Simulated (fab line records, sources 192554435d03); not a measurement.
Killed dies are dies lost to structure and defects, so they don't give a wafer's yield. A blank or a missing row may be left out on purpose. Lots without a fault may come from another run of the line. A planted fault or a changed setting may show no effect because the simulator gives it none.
Chamber matching | flow n5_finfet | N5_BEOL_M14_ILD_DEP_00 on pecvd-02: 3 sister chambers
The step deposits SiO2 from TEOS/O2, target thk 1119.3 nm, time 237.4 s. 16 wafers are shown with their chamber, then 8 later ones without.

WAFERS WITH THEIR CHAMBER
wafer  | chamber | heater_power_w (W) | throttle_valve_pct (%) | showerhead_plenum_p_Torr (Torr)
L077.1 | 2       | 685                | 18.4                   | 8.36
L077.2 | 1       | 524                | 18.9                   | 8.33
L077.5 | 2       | 590                | 18.1                   | 8.36
L077.3 | 1       | 393                | 18.7                   | 8.34
L077.4 | 2       | 771                | 18.6                   | 8.35
L077.6 | 1       | 468                | 18.8                   | 8.32
L080.1 | 2       | 608                | 18.4                   | 8.37
L080.3 | 1       | 443                | 18.7                   | 8.34
L080.4 | 0       | 592                | 18.6                   | 8.34
L081.1 | 0       | 603                | 18.7                   | 8.34
L081.2 | 2       | 671                | 18.5                   | 8.36
L081.6 | 0       | 647                | 18.8                   | 8.35
L083.3 | 1       | 426                | 18.7                   | 8.35
L083.4 | 1       | 493                | 19.0                   | 8.33
L083.5 | 0       | 495                | 18.7                   | 8.34
L086.2 | 0       | 638                | 18.7                   | 8.32

SIGNATURES (means of the wafers above)
reading                  | chamber 0 | chamber 1 | chamber 2 | scatter within a chamber
heater_power_w           | 595.00    | 457.83    | 665.00    | 59.7
throttle_valve_pct       | 18.700    | 18.800    | 18.400    | 0.136
showerhead_plenum_p_Torr | 8.3380    | 8.3350    | 8.3600    | 0.00973
Rule: a wafer's distance from a chamber is the root of the sum, over the readings, of the square of ((its reading less the chamber's mean) divided by the reading's scatter). The wafer belongs to the nearest chamber; if the next one is less than 2 further off, it can't be placed. The scatter: the root of (the sum of the squares of (reading less its chamber's mean) over the shown wafers, divided by (wafers less chambers)).

WAFERS WITHOUT THEIR CHAMBER
wafer  | heater_power_w (W) | throttle_valve_pct (%) | showerhead_plenum_p_Torr (Torr)
L086.3 | 517                | 18.7                   | 8.33
L086.6 | 508                | 19.0                   | 8.35
L088.1 | 717                | 18.8                   | 8.36
L088.4 | 641                | 18.7                   | 8.36
L088.5 | 506                | 18.9                   | 8.34
L089.2 | 596                | 18.6                   | 8.33
L089.3 | 698                | 18.7                   | 8.35
L089.6 | 750                | 18.5                   | 8.37

WHICH CHAMBER EACH WENT THROUGH
wafer  | from the rows above          | in truth
L086.3 | can't be placed: 1 or 0      | 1
L086.6 | can't be placed: 1 or 0      | 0
L088.1 | can't be placed: 2 or 0 or 1 | 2
L088.4 | can't be placed: 2 or 0 or 1 | 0
L088.5 | can't be placed: 1 or 0      | 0
L089.2 | can't be placed: 0 or 1      | 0
L089.3 | can't be placed: 0 or 2      | 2
L089.6 | 2                            | 2
Placed correctly: 1 of 8. Can't be placed from these rows: 7 (the true chamber is among the candidates in 7). Placed wrongly: 0.
